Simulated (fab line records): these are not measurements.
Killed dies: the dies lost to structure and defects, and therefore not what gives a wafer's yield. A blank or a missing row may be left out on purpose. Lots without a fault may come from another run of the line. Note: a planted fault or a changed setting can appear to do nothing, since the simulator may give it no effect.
Code-filled problem report in 8D (eight disciplines) form / flow n5 finfet / the parts of the form that need people (team, actions taken, sign-off) are left out

## 1. THE ISSUE
At N5_PASSIVATION_PROBE_49, killed_at_M0_to_M3 averages 106 over 2 wafers from 2 lots, while fault-free wafers read 35, standard deviation 11. Relative to the usual mean, that is a shift of +6.5 standard deviations.
Earliest sighting: wafer L203.2 on prober-01 at day 17 11:46. The record has a number at this step for 32 wafers belonging to 12 lots. By rule, "out" or "out of limits" means more than 4 standard deviations away from the usual mean. The rest of the wafers with a number are treated as sound.

## 2. WHAT IT IS; WHAT IT IS NOT
question=which readings at this step | is=killed_at_M0_to_M3, defect limited yield, killed on rim, sort yield pct | is not=killed_at_M4_up, killed at contacts, killed at front end, killed open, killed short, sort_bin_6_memory
question=which lots | is=L203, L204 | is not=L188, L190, L192, L193, L194, L195, L196, L198, L199, L206
question=which wafers of those lots | is=all that have a number | is not=-
question=read on which tools | is=prober-01, prober-02 | is not=-
question=when | is=from day 17 11:46 | is not=up to then (27 sound wafers); but 3 sound wafers of L206 came after

## 3. THE SUSPECTS, EACH WITH WHAT RULES IT OUT
Counting: any tool at a process step up to the reading is kept as a suspect provided that every lot that is out went through it and no sound lot did after the first of them.
- ald sin-01 at N5_BEOL_M0_SAQP_SPACER1_ALD_98 (deposits SiO2, target thk 12.8 nm, pulse time 1 s, purge time 2 s): kept. All lots that are out passed through it, beginning with L203 at day 10 05:39, and no sound lot followed; its final sound lot before that point was L198 at day 9 00:44.
- pvd sputter-01 at N5_PASSIVATION_PRE_CLEAN_19: kept. All lots that are out passed through it, beginning with L203 at day 17 05:58, and no sound lot followed; its final sound lot before that point was L199 at day 16 09:02.
Remaining after the count are ald sin-01 at N5_BEOL_M0_SAQP_SPACER1_ALD_98 and pvd sputter-01 at N5_PASSIVATION_PRE_CLEAN_19.

## 4. THE CAUSE (what the simulator had put in)
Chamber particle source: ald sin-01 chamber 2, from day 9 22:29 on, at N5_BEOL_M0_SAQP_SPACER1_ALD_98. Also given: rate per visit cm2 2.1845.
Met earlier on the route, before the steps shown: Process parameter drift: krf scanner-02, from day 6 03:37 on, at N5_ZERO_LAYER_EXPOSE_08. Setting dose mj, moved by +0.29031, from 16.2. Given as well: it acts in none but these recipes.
Of the 2 suspects that counting leaves, this tool is one.

## 5. SEQUENCE OF EFFECTS, ordered by route
Each row: a reading where the mean over the struck wafers with a number is more than 3 standard deviations away from the usual. Readings are gone through only where the record gives a usual standard deviation; hours: the median, over the lots, of the time from a lot's start at the first step in this table giving one to that lot's start at this step; sigmas: the change measured in usual standard deviations.
hours=0; step=N5_PASSIVATION_PROBE_49; reading=defect limited yield; usual=91.2 %; on struck wafers=85.5; change=-5.7; sigmas=-4.1
hours=0; step=N5_PASSIVATION_PROBE_49; reading=killed_at_M0_to_M3; usual=35; on struck wafers=106; change=+72; sigmas=+6.5
hours=0; step=N5_PASSIVATION_PROBE_49; reading=killed dies; usual=103; on struck wafers=171; change=+68; sigmas=+4.0
hours=0; step=N5_PASSIVATION_PROBE_49; reading=killed on rim; usual=13; on struck wafers=33; change=+20; sigmas=+5.7
hours=0; step=N5_PASSIVATION_PROBE_49; reading=sort_bin_5_function; usual=5.1 %; on struck wafers=8.5; change=+3.4; sigmas=+3.8
hours=0; step=N5_PASSIVATION_PROBE_49; reading=sort n pass; usual=1077; on struck wafers=1009; change=-68; sigmas=-4.0
hours=0; step=N5_PASSIVATION_PROBE_49; reading=sort yield pct; usual=91.2 %; on struck wafers=85.5; change=-5.7; sigmas=-4.1
The process steps in it:
- N5_PASSIVATION_PROBE_49

## 6. HOW IT WOULD HAVE BEEN CAUGHT EARLIER
In this record no reading fell out of limits until day 17 11:46, 181 hours after the fault had begun at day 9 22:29.
Of the tool readings at N5_BEOL_M0_SAQP_SPACER1_ALD_98 for which the record gives a usual standard deviation, none was out on any struck wafer, so an alarm limit of 4 standard deviations on them would not have fired.
By day 17 11:46 the whole set of lots that are out, 2 in number, had already begun N5_BEOL_M0_SAQP_SPACER1_ALD_98 on ald sin-01. Tool hold at that time: it would have spared none of them.
